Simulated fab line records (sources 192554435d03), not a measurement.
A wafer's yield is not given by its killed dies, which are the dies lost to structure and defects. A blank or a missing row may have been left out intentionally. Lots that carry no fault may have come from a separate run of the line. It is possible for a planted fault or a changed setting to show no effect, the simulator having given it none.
Split-lot experiment / flow n5 finfet / route with 1938 steps; 7 lots, 39 wafers read

== SPLIT DETAILS ==
At N5_BEOL_M10_VIA_ETCH_34 (etches SiCOH lowk in C4F6/O2, target depth 184.5 nm, time 69.2 s), the setting time s was moved away from the recipe's 69.2 s on 15 of the 39 wafers read, by -33.9% to +51.3%. This setting was run at the recipe's value on the other wafers.

The reading comes from the split's own step.

== THE READING ==
SOC_of_BEOL_M10_COAT_63.thk nm (the simulator's own value, which no gauge read), in nm, at N5_BEOL_M10_VIA_ETCH_34 (etches SiCOH lowk in C4F6/O2, target depth 184.5 nm, time 69.2 s). The file gives no usual value for it. Across the 24 wafers here that went through the recipe, the average is 91.8 nm and the standard deviation 0.39 nm.

wafer=L076.1; tool, chamber at the split=rie diel-01, 1; time s as run, s=69.2; against the recipe=recipe; SOC_of_BEOL_M10_COAT_63.thk nm, nm=92.4; against lot-mates on the recipe=-
wafer=L076.2; tool, chamber at the split=rie diel-01, 3; time s as run, s=69.2; against the recipe=recipe; SOC_of_BEOL_M10_COAT_63.thk nm, nm=92.6; against lot-mates on the recipe=-
wafer=L076.3; tool, chamber at the split=rie diel-01, 2; time s as run, s=69.2; against the recipe=recipe; SOC_of_BEOL_M10_COAT_63.thk nm, nm=92.4; against lot-mates on the recipe=-
wafer=L076.4; tool, chamber at the split=rie diel-01, 3; time s as run, s=45.73; against the recipe=-33.9%; SOC_of_BEOL_M10_COAT_63.thk nm, nm=95; against lot-mates on the recipe=+2.5
wafer=L076.5; tool, chamber at the split=rie diel-01, 2; time s as run, s=45.73; against the recipe=-33.9%; SOC_of_BEOL_M10_COAT_63.thk nm, nm=95.2; against lot-mates on the recipe=+2.7
wafer=L076.6; tool, chamber at the split=rie diel-01, 1; time s as run, s=45.73; against the recipe=-33.9%; SOC_of_BEOL_M10_COAT_63.thk nm, nm=95.2; against lot-mates on the recipe=+2.7
wafer=L081.1; tool, chamber at the split=rie diel-04, 0; time s as run, s=82.69; against the recipe=+19.5%; SOC_of_BEOL_M10_COAT_63.thk nm, nm=90.2; against lot-mates on the recipe=-1.6
wafer=L081.2; tool, chamber at the split=rie diel-04, 3; time s as run, s=69.2; against the recipe=recipe; SOC_of_BEOL_M10_COAT_63.thk nm, nm=91.8; against lot-mates on the recipe=-
wafer=L081.3; tool, chamber at the split=rie diel-04, 1; time s as run, s=82.69; against the recipe=+19.5%; SOC_of_BEOL_M10_COAT_63.thk nm, nm=90.6; against lot-mates on the recipe=-1.2
wafer=L081.4; tool, chamber at the split=rie diel-04, 2; time s as run, s=82.69; against the recipe=+19.5%; SOC_of_BEOL_M10_COAT_63.thk nm, nm=90; against lot-mates on the recipe=-1.8
wafer=L081.5; tool, chamber at the split=rie diel-04, 1; time s as run, s=69.2; against the recipe=recipe; SOC_of_BEOL_M10_COAT_63.thk nm, nm=91.8; against lot-mates on the recipe=-
wafer=L081.6; tool, chamber at the split=rie diel-04, 0; time s as run, s=69.2; against the recipe=recipe; SOC_of_BEOL_M10_COAT_63.thk nm, nm=91.8; against lot-mates on the recipe=-
wafer=L083.2; tool, chamber at the split=rie diel-04, 0; time s as run, s=69.2; against the recipe=recipe; SOC_of_BEOL_M10_COAT_63.thk nm, nm=91.6; against lot-mates on the recipe=-
wafer=L083.4; tool, chamber at the split=rie diel-04, 2; time s as run, s=69.2; against the recipe=recipe; SOC_of_BEOL_M10_COAT_63.thk nm, nm=91.2; against lot-mates on the recipe=-
wafer=L083.5; tool, chamber at the split=rie diel-04, 3; time s as run, s=69.2; against the recipe=recipe; SOC_of_BEOL_M10_COAT_63.thk nm, nm=92; against lot-mates on the recipe=-
wafer=L089.1; tool, chamber at the split=rie diel-04, 0; time s as run, s=69.2; against the recipe=recipe; SOC_of_BEOL_M10_COAT_63.thk nm, nm=92.2; against lot-mates on the recipe=-
wafer=L089.2; tool, chamber at the split=rie diel-04, 3; time s as run, s=69.2; against the recipe=recipe; SOC_of_BEOL_M10_COAT_63.thk nm, nm=91.6; against lot-mates on the recipe=-
wafer=L089.3; tool, chamber at the split=rie diel-04, 1; time s as run, s=69.2; against the recipe=recipe; SOC_of_BEOL_M10_COAT_63.thk nm, nm=92.2; against lot-mates on the recipe=-
wafer=L089.4; tool, chamber at the split=rie diel-04, 2; time s as run, s=69.2; against the recipe=recipe; SOC_of_BEOL_M10_COAT_63.thk nm, nm=92.2; against lot-mates on the recipe=-
wafer=L089.5; tool, chamber at the split=rie diel-04, 3; time s as run, s=69.2; against the recipe=recipe; SOC_of_BEOL_M10_COAT_63.thk nm, nm=91.8; against lot-mates on the recipe=-
wafer=L089.6; tool, chamber at the split=rie diel-04, 2; time s as run, s=69.2; against the recipe=recipe; SOC_of_BEOL_M10_COAT_63.thk nm, nm=92; against lot-mates on the recipe=-
wafer=L087.1; tool, chamber at the split=rie diel-01, 2; time s as run, s=69.2; against the recipe=recipe; SOC_of_BEOL_M10_COAT_63.thk nm, nm=91.6; against lot-mates on the recipe=-
wafer=L087.2; tool, chamber at the split=rie diel-01, 3; time s as run, s=104.7; against the recipe=+51.3%; SOC_of_BEOL_M10_COAT_63.thk nm, nm=87; against lot-mates on the recipe=-4.5
wafer=L087.3; tool, chamber at the split=rie diel-01, 0; time s as run, s=69.2; against the recipe=recipe; SOC_of_BEOL_M10_COAT_63.thk nm, nm=91.4; against lot-mates on the recipe=-
wafer=L087.4; tool, chamber at the split=rie diel-01, 1; time s as run, s=69.2; against the recipe=recipe; SOC_of_BEOL_M10_COAT_63.thk nm, nm=91.6; against lot-mates on the recipe=-
wafer=L087.5; tool, chamber at the split=rie diel-01, 3; time s as run, s=104.7; against the recipe=+51.3%; SOC_of_BEOL_M10_COAT_63.thk nm, nm=86.8; against lot-mates on the recipe=-4.7
wafer=L087.6; tool, chamber at the split=rie diel-01, 2; time s as run, s=104.7; against the recipe=+51.3%; SOC_of_BEOL_M10_COAT_63.thk nm, nm=87.4; against lot-mates on the recipe=-4.1
wafer=L094.1; tool, chamber at the split=rie diel-03, 0; time s as run, s=69.2; against the recipe=recipe; SOC_of_BEOL_M10_COAT_63.thk nm, nm=91.8; against lot-mates on the recipe=-
wafer=L094.2; tool, chamber at the split=rie diel-03, 1; time s as run, s=69.2; against the recipe=recipe; SOC_of_BEOL_M10_COAT_63.thk nm, nm=92; against lot-mates on the recipe=-
wafer=L094.3; tool, chamber at the split=rie diel-03, 3; time s as run, s=52.13; against the recipe=-24.7%; SOC_of_BEOL_M10_COAT_63.thk nm, nm=93.8; against lot-mates on the recipe=+2.0
wafer=L094.4; tool, chamber at the split=rie diel-03, 2; time s as run, s=69.2; against the recipe=recipe; SOC_of_BEOL_M10_COAT_63.thk nm, nm=91.6; against lot-mates on the recipe=-
wafer=L094.5; tool, chamber at the split=rie diel-03, 1; time s as run, s=52.13; against the recipe=-24.7%; SOC_of_BEOL_M10_COAT_63.thk nm, nm=93.8; against lot-mates on the recipe=+2.0
wafer=L094.6; tool, chamber at the split=rie diel-03, 2; time s as run, s=52.13; against the recipe=-24.7%; SOC_of_BEOL_M10_COAT_63.thk nm, nm=94; against lot-mates on the recipe=+2.2
wafer=L095.1; tool, chamber at the split=rie diel-01, 1; time s as run, s=69.2; against the recipe=recipe; SOC_of_BEOL_M10_COAT_63.thk nm, nm=91.2; against lot-mates on the recipe=-
wafer=L095.2; tool, chamber at the split=rie diel-01, 2; time s as run, s=49.64; against the recipe=-28.3%; SOC_of_BEOL_M10_COAT_63.thk nm, nm=93.6; against lot-mates on the recipe=+2.3
wafer=L095.3; tool, chamber at the split=rie diel-01, 0; time s as run, s=49.64; against the recipe=-28.3%; SOC_of_BEOL_M10_COAT_63.thk nm, nm=93.4; against lot-mates on the recipe=+2.1
wafer=L095.4; tool, chamber at the split=rie diel-01, 3; time s as run, s=69.2; against the recipe=recipe; SOC_of_BEOL_M10_COAT_63.thk nm, nm=91.2; against lot-mates on the recipe=-
wafer=L095.5; tool, chamber at the split=rie diel-01, 1; time s as run, s=49.64; against the recipe=-28.3%; SOC_of_BEOL_M10_COAT_63.thk nm, nm=93.8; against lot-mates on the recipe=+2.5
wafer=L095.6; tool, chamber at the split=rie diel-01, 2; time s as run, s=69.2; against the recipe=recipe; SOC_of_BEOL_M10_COAT_63.thk nm, nm=91.4; against lot-mates on the recipe=-

THE FIT
A straight line over all 39 wafers: SOC_of_BEOL_M10_COAT_63.thk nm changes by -0.0876 nm for each +1% of time s; r = -0.98; the points scatter about the line by 0.41 nm.
The same after taking each lot's own level away (the mean of its wafers on the recipe; 39 wafers): -0.0838 nm for each +1%; r = -0.99; scatter 0.2 nm.
That fit puts the effect of the largest move of time s on the reading at 4.3 nm.
The span of the lots' own levels, 91.27 to 92.47 nm, comes to 3.1 times the standard deviation stated above.
Hence the lot-to-lot level has little effect on the slope; both slopes agree.
Check: with one of the wafers moved furthest among these (+51.3%) left out of the fit, the line predicts -4.27 nm for it against its lot-mates. Against them it came out at -4.53 nm.

== THE OTHER SPLITS THESE WAFERS WENT THROUGH ==
Note: prior to the reading, these wafers also went through further splits. Each is held against what the fit with the lots' levels taken away leaves over:
other split on the same wafers=N5_BEOL_M6_ALD_77 ald cycles; wafers away from the commonest value=9; r with SOC_of_BEOL_M10_COAT_63.thk nm (lot level and that fit taken away)=-0.26
other split on the same wafers=N5_BEOL_M9_ETCH_62 time s; wafers away from the commonest value=15; r with SOC_of_BEOL_M10_COAT_63.thk nm (lot level and that fit taken away)=-0.04

== THE WHOLE CHAIN: every reading that the file lists as answering this split, in the file's order ==
step=N5_BEOL_M10_VIA_ETCH_34; what it does=etches SiCOH lowk in C4F6/O2, target depth 184.5 nm, time 69.2 s; reading=etch.depth nm (the simulator's own value, which no gauge read); change (the file's fit)=+1.88 nm for each +1% of the setting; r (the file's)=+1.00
step=N5_BEOL_M10_VIA_ETCH_34; what it does=etches SiCOH lowk in C4F6/O2, target depth 184.5 nm, time 69.2 s; reading=SOC_of_BEOL_M10_COAT_63.thk nm (the simulator's own value, which no gauge read); change (the file's fit)=-0.0837 nm for each +1% of the setting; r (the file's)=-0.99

== FILE'S OWN FIT ==
SOC_of_BEOL_M10_COAT_63.thk nm changes by -0.0837 nm for each +1% of time s, r = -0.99.
